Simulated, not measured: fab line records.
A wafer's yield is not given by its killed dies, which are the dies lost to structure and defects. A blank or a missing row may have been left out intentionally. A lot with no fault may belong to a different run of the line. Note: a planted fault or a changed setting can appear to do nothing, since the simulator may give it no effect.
Matching of chambers ; flow nand-harc ; rie-diel-01 running NHARC_P_BONDPAD_ETCH_37: 4 sister chambers
The step etches the open film in N2/H2, target depth 60 nm, overetch 18 nm, time 65.91 s. 4 wafers are shown with their chamber, then 7 later ones without.

## WAFERS WITH THEIR CHAMBER
wafer;chamber;showerhead-plenum-p-Torr (Torr)
L776.3;3;2.17
L784.6;1;2.18
L785.3;2;1.93
L785.4;0;2.00

## WAFERS WITH NO CHAMBER GIVEN
wafer;showerhead-plenum-p-Torr (Torr)
L785.6;2.18
L786.2;2.18
L786.3;2.01
L786.5;2.01
L787.1;1.93
L787.5;2.01
L787.6;2.18

## THE CHAMBER EACH PASSED THROUGH
wafer;from the rows above;in truth
L785.6;can't be placed: 1 or 3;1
L786.2;can't be placed: 1 or 3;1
L786.3;0;0
L786.5;0;0
L787.1;2;2
L787.5;0;0
L787.6;can't be placed: 1 or 3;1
Correct placement for 4 of the 7. From these rows, 3 cannot be placed; in 3 the true chamber is one of the candidates. Number placed wrongly: 0.
How it was worked out, from the rows above alone: a wafer's distance from a chamber is the root of the sum, over the readings, of the square of ((its reading less the chamber's mean) divided by the reading's scatter). The wafer belongs to the nearest chamber; if the next one is less than 2 further off, it can't be placed. Each chamber's mean is taken over the wafers shown for it. The scatter (one wafer shown for each chamber): square how far every hidden wafer sits from the nearest shown wafer, average those squares and take the square root.
